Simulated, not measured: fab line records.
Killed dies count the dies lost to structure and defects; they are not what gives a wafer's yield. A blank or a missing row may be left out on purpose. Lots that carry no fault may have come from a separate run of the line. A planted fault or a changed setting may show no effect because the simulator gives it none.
Matching of chambers | flow n5-finfet | N5_BEOL_M11_CURE_72 on uv-cure-03 has 3 sister chambers
The step cures SiCOH lowk, time 120 s. 6 wafers are shown with their chamber, then 12 later ones without.

## WAFERS, EACH WITH ITS CHAMBER
wafer  | chamber | wafer_temp_C_max | lamp-power-pct (%)
L087.5 | 0       | 372.6            | 52.35
L087.6 | 0       | 372.8            | 52.35
L088.2 | 2       | 372.7            | 52.36
L088.4 | 2       | 372.8            | 52.26
L094.3 | 1       | 371.4            | 52.39
L094.5 | 1       | 371.9            | 52.30

## WAFERS WHOSE CHAMBER IS MISSING
wafer  | wafer_temp_C_max | lamp-power-pct (%)
L090.2 | 372.1            | 52.35
L090.4 | 373.2            | 52.46
L090.6 | 372.2            | 52.27
L093.1 | 372.7            | 52.21
L093.2 | 372.2            | 52.33
L093.5 | 372.9            | 52.33
L097.1 | 371.7            | 52.29
L097.4 | 371.8            | 52.40
L097.6 | 371.6            | 52.22
L096.1 | 372.9            | 52.29
L096.4 | 372.2            | 52.35
L096.6 | 372.2            | 52.31

## CHAMBER TAKEN BY EACH
wafer  | from the rows above          | in truth
L090.2 | can't be placed: 1 or 0 or 2 | 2
L090.4 | can't be placed: 0 or 2      | 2
L090.6 | can't be placed: 2 or 0 or 1 | 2
L093.1 | can't be placed: 2 or 0      | 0
L093.2 | can't be placed: 0 or 1 or 2 | 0
L093.5 | can't be placed: 2 or 0      | 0
L097.1 | 1                            | 1
L097.4 | 1                            | 1
L097.6 | 1                            | 1
L096.1 | can't be placed: 2 or 0      | 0
L096.4 | can't be placed: 0 or 1 or 2 | 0
L096.6 | can't be placed: 0 or 2 or 1 | 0
3 of 12 placed correctly. These rows do not allow placing 9 (true chamber among the candidates in 9). 0 placed wrongly.
How it was worked out, from the rows above alone: a wafer's distance from a chamber is the root of the sum, over the readings, of the square of ((its reading less the chamber's mean) divided by the reading's scatter). The wafer belongs to the nearest chamber; if the next one is less than 2 further off, it can't be placed. For every chamber, the mean is computed from those of its wafers that are shown. The scatter is the square root of a quotient: the sum, over the shown wafers, of each reading's squared deviation from its chamber's mean, divided by wafers minus chambers.
